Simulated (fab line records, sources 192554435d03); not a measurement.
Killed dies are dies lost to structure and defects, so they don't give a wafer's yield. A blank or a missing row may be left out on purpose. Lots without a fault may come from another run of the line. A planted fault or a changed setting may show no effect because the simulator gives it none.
Chamber matching | flow n5_finfet | N5_BEOL_M10_ILD_DEP_00 on pecvd-04: 3 sister chambers
The step deposits SiCOH lowk from DEMS/porogen, target thk 308.51 nm, time 58 s. 20 wafers are shown with their chamber, then 10 later ones without.

WAFERS WITH THEIR CHAMBER
wafer  | chamber | throttle_valve_pct (%) | showerhead_plenum_p_Torr (Torr) | heater_power_w (W)
L076.2 | 2       | 13.5                   | 5.759                           | 303
L076.5 | 0       | 15.4                   | 5.717                           | 407
L076.6 | 2       | 13.6                   | 5.738                           | 322
L075.1 | 1       | 14.4                   | 5.764                           | 373
L075.2 | 2       | 13.6                   | 5.751                           | 372
L075.5 | 1       | 14.6                   | 5.759                           | 368
L079.3 | 2       | 13.4                   | 5.758                           | 380
L079.4 | 2       | 13.7                   | 5.754                           | 292
L079.6 | 0       | 15.6                   | 5.708                           | 425
L082.1 | 1       | 14.6                   | 5.748                           | 344
L082.2 | 2       | 13.5                   | 5.744                           | 361
L082.5 | 0       | 15.4                   | 5.724                           | 457
L087.1 | 1       | 14.7                   | 5.738                           | 387
L087.2 | 0       | 15.6                   | 5.705                           | 364
L087.3 | 2       | 13.8                   | 5.744                           | 332
L087.4 | 1       | 14.4                   | 5.762                           | 393
L087.5 | 0       | 15.6                   | 5.713                           | 379
L087.6 | 2       | 13.7                   | 5.750                           | 346
L092.4 | 1       | 14.5                   | 5.751                           | 371
L092.5 | 0       | 15.5                   | 5.703                           | 462

SIGNATURES (means of the wafers above)
reading                  | chamber 0 | chamber 1 | chamber 2 | scatter within a chamber
throttle_valve_pct       | 15.517    | 14.533    | 13.600    | 0.119
showerhead_plenum_p_Torr | 5.71167   | 5.75367   | 5.74975   | 0.00834
heater_power_w           | 415.67    | 372.67    | 338.50    | 31.3
Rule: a wafer's distance from a chamber is the root of the sum, over the readings, of the square of ((its reading less the chamber's mean) divided by the reading's scatter). The wafer belongs to the nearest chamber; if the next one is less than 2 further off, it can't be placed. The scatter: the root of (the sum of the squares of (reading less its chamber's mean) over the shown wafers, divided by (wafers less chambers)).

WAFERS WITHOUT THEIR CHAMBER
wafer  | throttle_valve_pct (%) | showerhead_plenum_p_Torr (Torr) | heater_power_w (W)
L092.6 | 13.5                   | 5.747                           | 334
L095.2 | 14.6                   | 5.767                           | 366
L095.3 | 15.6                   | 5.711                           | 429
L095.4 | 14.2                   | 5.762                           | 372
L096.1 | 14.3                   | 5.757                           | 372
L096.3 | 15.3                   | 5.714                           | 445
L096.5 | 15.4                   | 5.694                           | 442
L097.1 | 13.7                   | 5.754                           | 350
L097.2 | 15.2                   | 5.709                           | 405
L097.3 | 14.8                   | 5.754                           | 382

WHICH CHAMBER EACH WENT THROUGH
wafer  | from the rows above | in truth
L092.6 | 2                   | 2
L095.2 | 1                   | 1
L095.3 | 0                   | 0
L095.4 | 1                   | 1
L096.1 | 1                   | 1
L096.3 | 0                   | 0
L096.5 | 0                   | 0
L097.1 | 2                   | 2
L097.2 | 0                   | 0
L097.3 | 1                   | 1
Placed correctly: 10 of 10. Can't be placed from these rows: 0. Placed wrongly: 0.
